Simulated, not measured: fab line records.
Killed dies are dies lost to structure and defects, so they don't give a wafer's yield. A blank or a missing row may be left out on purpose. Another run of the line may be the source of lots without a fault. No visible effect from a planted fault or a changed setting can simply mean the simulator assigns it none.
Chamber matching	flow n5 finfet	rie diel-01 running N5_BEOL_M1_STRIP_36: 4 sister chambers
The step strips in N2/H2. 8 wafers are shown with their chamber, then 8 later ones without.

WAFERS WITH THEIR CHAMBER
wafer	chamber	oes product au (a.u.)	throttle valve pct (%)
L083.6	2	0.70	23.98
L086.6	2	0.69	23.99
L087.1	0	0.98	23.38
L087.3	3	0.69	23.59
L088.1	0	0.98	23.37
L088.4	1	0.71	23.99
L088.5	3	0.69	23.60
L089.1	1	0.72	23.97

WAFERS WITHOUT THEIR CHAMBER
wafer	oes product au (a.u.)	throttle valve pct (%)
L089.2	0.69	23.97
L089.6	0.70	23.99
L091.2	0.97	23.37
L091.4	0.71	24.00
L091.5	0.70	23.62
L092.2	0.70	23.97
L092.4	0.68	23.62
L092.5	0.68	24.01

WHICH CHAMBER EACH ONE RAN IN
wafer	from the rows above	in truth
L089.2	2	2
L089.6	2	2
L091.2	0	0
L091.4	can't be placed: 1 or 2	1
L091.5	3	3
L092.2	can't be placed: 2 or 1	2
L092.4	3	3
L092.5	2	2
6 of 8 placed correctly. Can't be placed from these rows: 2 (the true chamber is among the candidates in 2). Wrongly placed: 0.
How it was worked out, from the rows above alone: a wafer's distance from a chamber is the root of the sum, over the readings, of the square of ((its reading less the chamber's mean) divided by the reading's scatter). The wafer belongs to the nearest chamber; if the next one is less than 2 further off, it can't be placed. For every chamber, the mean is computed from those of its wafers that are shown. The scatter: the root of (the sum of the squares of (reading less its chamber's mean) over the shown wafers, divided by (wafers less chambers)).
